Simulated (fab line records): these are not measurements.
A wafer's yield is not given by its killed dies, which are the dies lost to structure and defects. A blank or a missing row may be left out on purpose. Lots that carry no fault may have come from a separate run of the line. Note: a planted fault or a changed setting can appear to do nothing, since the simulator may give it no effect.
Split-lot trial || flow n5 finfet || route with 1938 steps; 7 lots, 21 wafers read

SPLIT DETAILS
At N5_BEOL_M0_SAQP_SPACER1_ALD_98 (deposits SiO2, target thk 12.8 nm, pulse time 1 s, purge time 2 s), the setting ald cycles was moved away from the recipe's 138 on 8 of the 21 wafers read, by -9.4% to +15.2%. This setting was run at the recipe's value on the other wafers.

FROM THE SPLIT TO THE READING: what the file shows between them, 2 steps
- N5_BEOL_M0_SAQP_SPACER1_ETCHBACK_99: etches SiO2 in CHF3/O2, target depth 15.4 nm, time 7.7 s
- N5_BEOL_M0_SAQP_MANDREL1_REMOVE_100: chemistry HBr/Cl2/O2, target a-Si, stops on SiNx, bt time 10 s

THE READING
cd nm (nm) at N5_BEOL_M0_SAQP_CD_MEAS_25, where the cd target is 13.1 nm. Fault-free wafers of this fab line usually give 12.86 nm, standard deviation 0.25 nm.

{"wafer": "L079.1", "tool, chamber at the split": "ald sin-01, 3", "ald cycles as run": 138, "against the recipe": "recipe", "cd nm, nm": 13.16, "against lot-mates on the recipe": "-"}
{"wafer": "L079.3", "tool, chamber at the split": "ald sin-01, 0", "ald cycles as run": 138, "against the recipe": "recipe", "cd nm, nm": 12.61, "against lot-mates on the recipe": "-"}
{"wafer": "L079.4", "tool, chamber at the split": "ald sin-01, 2", "ald cycles as run": 158, "against the recipe": "+14.5%", "cd nm, nm": 14.85, "against lot-mates on the recipe": "+1.96"}
{"wafer": "L080.2", "tool, chamber at the split": "ald sin-04, 2", "ald cycles as run": 138, "against the recipe": "recipe", "cd nm, nm": 12.62, "against lot-mates on the recipe": "-"}
{"wafer": "L080.4", "tool, chamber at the split": "ald sin-04, 1", "ald cycles as run": 126, "against the recipe": "-8.7%", "cd nm, nm": 11.57, "against lot-mates on the recipe": -1.05}
{"wafer": "L080.5", "tool, chamber at the split": "ald sin-04, 1", "ald cycles as run": 126, "against the recipe": "-8.7%", "cd nm, nm": 12.21, "against lot-mates on the recipe": -0.41}
{"wafer": "L082.1", "tool, chamber at the split": "ald sin-01, 1", "ald cycles as run": 149, "against the recipe": "+8.0%", "cd nm, nm": 13.71, "against lot-mates on the recipe": "+0.95"}
{"wafer": "L082.5", "tool, chamber at the split": "ald sin-01, 1", "ald cycles as run": 149, "against the recipe": "+8.0%", "cd nm, nm": 13.71, "against lot-mates on the recipe": "+0.95"}
{"wafer": "L082.6", "tool, chamber at the split": "ald sin-01, 2", "ald cycles as run": 138, "against the recipe": "recipe", "cd nm, nm": 12.76, "against lot-mates on the recipe": "-"}
{"wafer": "L083.1", "tool, chamber at the split": "ald sin-04, 2,3", "ald cycles as run": 138, "against the recipe": "recipe", "cd nm, nm": 12.98, "against lot-mates on the recipe": "-"}
{"wafer": "L083.3", "tool, chamber at the split": "ald sin-04, 3", "ald cycles as run": 125, "against the recipe": "-9.4%", "cd nm, nm": 11.29, "against lot-mates on the recipe": -1.64}
{"wafer": "L083.5", "tool, chamber at the split": "ald sin-04, 2,3", "ald cycles as run": 138, "against the recipe": "recipe", "cd nm, nm": 12.88, "against lot-mates on the recipe": "-"}
{"wafer": "L092.2", "tool, chamber at the split": "ald sin-04, 0", "ald cycles as run": 138, "against the recipe": "recipe", "cd nm, nm": 12.60, "against lot-mates on the recipe": "-"}
{"wafer": "L092.4", "tool, chamber at the split": "ald sin-04, 3", "ald cycles as run": 159, "against the recipe": "+15.2%", "cd nm, nm": 15.22, "against lot-mates on the recipe": "+2.62"}
{"wafer": "L092.5", "tool, chamber at the split": "ald sin-04, 0", "ald cycles as run": 159, "against the recipe": "+15.2%", "cd nm, nm": 14.61, "against lot-mates on the recipe": "+2.01"}
{"wafer": "L094.3", "tool, chamber at the split": "ald sin-01, 0", "ald cycles as run": 138, "against the recipe": "recipe", "cd nm, nm": 12.63, "against lot-mates on the recipe": "-"}
{"wafer": "L094.4", "tool, chamber at the split": "ald sin-01, 2,3", "ald cycles as run": 138, "against the recipe": "recipe", "cd nm, nm": 13.10, "against lot-mates on the recipe": "-"}
{"wafer": "L094.6", "tool, chamber at the split": "ald sin-01, 2,3", "ald cycles as run": 138, "against the recipe": "recipe", "cd nm, nm": 12.98, "against lot-mates on the recipe": "-"}
{"wafer": "L096.1", "tool, chamber at the split": "ald sin-02, 1,0,1", "ald cycles as run": 138, "against the recipe": "recipe", "cd nm, nm": 12.74, "against lot-mates on the recipe": "-"}
{"wafer": "L096.4", "tool, chamber at the split": "ald sin-02, 1,0,1", "ald cycles as run": 138, "against the recipe": "recipe", "cd nm, nm": 13.09, "against lot-mates on the recipe": "-"}
{"wafer": "L096.6", "tool, chamber at the split": "ald sin-02, 1,0,1", "ald cycles as run": 138, "against the recipe": "recipe", "cd nm, nm": 12.97, "against lot-mates on the recipe": "-"}
If several chambers appear in one row, that row covers several wafers at once and the file leaves open which wafer was in which chamber.

FIT RESULTS
A straight line over all 21 wafers: cd nm changes by +0.132 nm for each +1% of ald cycles; r = +0.97; the points scatter about the line by 0.25 nm.
The same after taking each lot's own level away (the mean of its wafers on the recipe; 21 wafers): +0.136 nm for each +1%; r = +0.96; scatter 0.27 nm.
On that fit, the largest move of ald cycles shifts the reading by 2.1 nm.
Across the lots, their own levels run from 12.600 to 12.933 nm, a range of 1.3 times the standard deviation given above.
The two slopes are in agreement: the lot-to-lot level therefore moves the slope only a little.
Check: +1.94 nm against its lot-mates is what the line predicts for one of the wafers moved furthest among these (+15.2%) when that wafer is left out of the fit. Against them it came out at +2.62 nm.

OTHER SPLITS ON THESE WAFERS
Before the reading, these wafers also passed through other splits. Each is held against what the fit with the lots' levels taken away leaves over:
{"other split on the same wafers": "N5_HKMG_FIN_DEVELOP_48 develop time s", "wafers away from the commonest value": 6, "r with cd nm (lot level and that fit taken away)": "+0.49"}
{"other split on the same wafers": "N5_MOL_CONTACT_COAG_COAT_58 spin rpm", "wafers away from the commonest value": 5, "r with cd nm (lot level and that fit taken away)": -0.05}
{"other split on the same wafers": "N5_MOL_CONTACT_COAG_COAT_02 spin rpm", "wafers away from the commonest value": 5, "r with cd nm (lot level and that fit taken away)": -0.06}
{"other split on the same wafers": "N5_MOL_CONTACT_COAG_VIA_ETCH_46 bias w", "wafers away from the commonest value": 4, "r with cd nm (lot level and that fit taken away)": -0.43}
{"other split on the same wafers": "N5_MOL_CONTACT_COAG_COAT_62 spin rpm", "wafers away from the commonest value": 6, "r with cd nm (lot level and that fit taken away)": -0.06}

THE WHOLE CHAIN: every reading that the file lists as answering this split, in the file's order
{"step": "N5_BEOL_M0_SAQP_SPACER1_ALD_98", "what it does": "deposits SiO2, target thk 12.8 nm, pulse time 1 s, purge time 2 s", "reading": "SiO2_of_BEOL_M0_SAQP_SPACER1_ALD_98.thk nm (the simulator's own value, which no gauge read)", "change (the file's fit)": "+0.133 nm for each +1% of the setting", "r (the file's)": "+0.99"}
{"step": "N5_BEOL_M0_SAQP_MANDREL1_REMOVE_100", "what it does": "chemistry HBr/Cl2/O2, target a-Si, stops on SiNx, bt time 10 s", "reading": "BEOL_M0_SAQP.cd nm (the simulator's own value, which no gauge read)", "change (the file's fit)": "+0.136 nm for each +1% of the setting", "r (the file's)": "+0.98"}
{"step": "N5_BEOL_M0_SAQP_CD_MEAS_25", "what it does": "target cd 13.1 nm", "reading": "cd nm", "change (the file's fit)": "+0.139 nm for each +1% of the setting", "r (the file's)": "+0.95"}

FILE'S OWN FIT
cd nm changes by +0.139 nm for each +1% of ald cycles, r = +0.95.
